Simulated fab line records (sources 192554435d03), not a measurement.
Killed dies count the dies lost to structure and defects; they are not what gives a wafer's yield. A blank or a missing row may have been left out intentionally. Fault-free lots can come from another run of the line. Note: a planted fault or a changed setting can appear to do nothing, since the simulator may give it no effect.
Problem report in the 8D (eight disciplines) form, filled by code :: flow n5 finfet :: the parts of the form that need people (team, actions taken, sign-off) are left out
Where a reading is given only as a bound, like >300, the bound stands for it, and a mean or a difference that rests on one is marked > or <: the true number lies beyond.

## 1. THE PROBLEM
At N5_BEOL_M12_INSPECT_55, raw defect count averages 647 over 6 wafers from 2 lots, while fault-free wafers read 65, standard deviation 18. Measured from the usual mean, that is +32 standard deviations.
The step: inspects for defects (darkfield).
First seen on wafer L845.2, day 15 06:38, on defect inspect-02. Wafers with a number at this step in the record: 18, from 6 lots. Rule for "out" (also "out of limits"): further than 4 standard deviations from the usual mean. The rest of the wafers with a number are treated as sound.

## 2. WHAT IT IS; WHAT IT IS NOT
question: which readings at this step
is: raw defect count
is not: -

question: which lots
is: L845, L850
is not: L831, L836, L838, L853

question: which wafers of those lots
is: all that have a number
is not: -

question: read on which gauges
is: defect inspect-01, defect inspect-02
is not: -

question: when
is: from day 15 06:38
is not: up to then (9 sound wafers); but 3 sound wafers of L853 came after

## 3. THE SUSPECTS, EACH WITH WHAT RULES IT OUT
Counting: a tool at a process step up to the reading stays a suspect if it ran every lot that is out and no sound lot after the first of them.
- ruled out: the gauge at N5_BEOL_M12_INSPECT_55. 2 gauges (defect inspect-01, defect inspect-02) read the wafers that are out.
- rtp anneal-02 at N5_BEOL_M12_ANNEAL_48 (time 90 s): ruled out as a lasting fault. Following L845 (day 15 05:56), the first lot on it that is out, the sound lots L853 were run on it.
- pecvd-03 at N5_BEOL_M12_DEP_53 (deposits SiCN from 3MS/NH3, target thk 30 nm, time 10.5 s): kept. It ran every lot that is out, first L845 (day 15 06:33), and no sound lot after that; its last sound lot up to then is L838 (day 13 13:16).
Left after counting: pecvd-03 at N5_BEOL_M12_DEP_53.

## 4. THE CAUSE (what the simulator had put in)
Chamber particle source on pecvd-03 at N5_BEOL_M12_DEP_53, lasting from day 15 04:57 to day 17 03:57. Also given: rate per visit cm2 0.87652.
After counting, this tool was the only one left.

## 5. THE CHAIN OF EFFECTS, in route order
Each row: a reading whose mean over the struck wafers that have a number lies more than 3 standard deviations from the usual. Readings are gone through only where the record gives a usual standard deviation; hours: the median, over the lots, of the time from a lot's start at the first step in this table giving one to that lot's start at this step; sigmas: the change measured in usual standard deviations.
hours: 0
step: N5_BEOL_M12_INSPECT_55
reading: raw defect count
usual: 65
on struck wafers: 647
change: +582
sigmas: +32

hours: 1
step: N5_BEOL_M13_INSPECT_12
reading: raw defect count
usual: 2.0
on struck wafers: >300
change: >+298
sigmas: +99 or more

hours: 35
step: N5_PASSIVATION_PROBE_49
reading: defect limited yield
usual: 91.7 %
on struck wafers: 84.2
change: -7.5
sigmas: -5.4

hours: 35
step: N5_PASSIVATION_PROBE_49
reading: killed_at_M4_up
usual: 13
on struck wafers: 108
change: +95
sigmas: +21

hours: 35
step: N5_PASSIVATION_PROBE_49
reading: killed dies
usual: 98
on struck wafers: 186
change: +88
sigmas: +5.5

hours: 35
step: N5_PASSIVATION_PROBE_49
reading: sort_bin_5_function
usual: 4.9 %
on struck wafers: 9.6
change: +4.7
sigmas: +4.9

hours: 35
step: N5_PASSIVATION_PROBE_49
reading: sort n pass
usual: 1080
on struck wafers: 994
change: -86
sigmas: -3.8

hours: 35
step: N5_PASSIVATION_PROBE_49
reading: sort yield pct
usual: 91.5 %
on struck wafers: 84.2
change: -7.3
sigmas: -3.9
It contains these process steps:
- N5_PASSIVATION_PROBE_49
Later measuring or inspecting steps at which every struck wafer that the step has a row for has a number for every such reading, and none has moved that far: N5_BEOL_M13_THK_MEAS_01, N5_BEOL_M13_CD_MEAS_10, N5_BEOL_M13_OVL_MEAS_11.

## 6. WHAT WOULD HAVE CAUGHT IT SOONER
In this record the first reading out of limits at a measuring or inspecting step was taken at day 15 06:38, 2 hours after the fault began at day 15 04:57.
Tool readings at N5_BEOL_M12_DEP_53 with a usual standard deviation given in the record: none out on any struck wafer, hence no alarm at a limit of 4 standard deviations on them.
Lots out: 2; of these, L850 started N5_BEOL_M12_DEP_53 on pecvd-03 after day 15 06:38. It would have been spared by a hold on the tool at that moment.
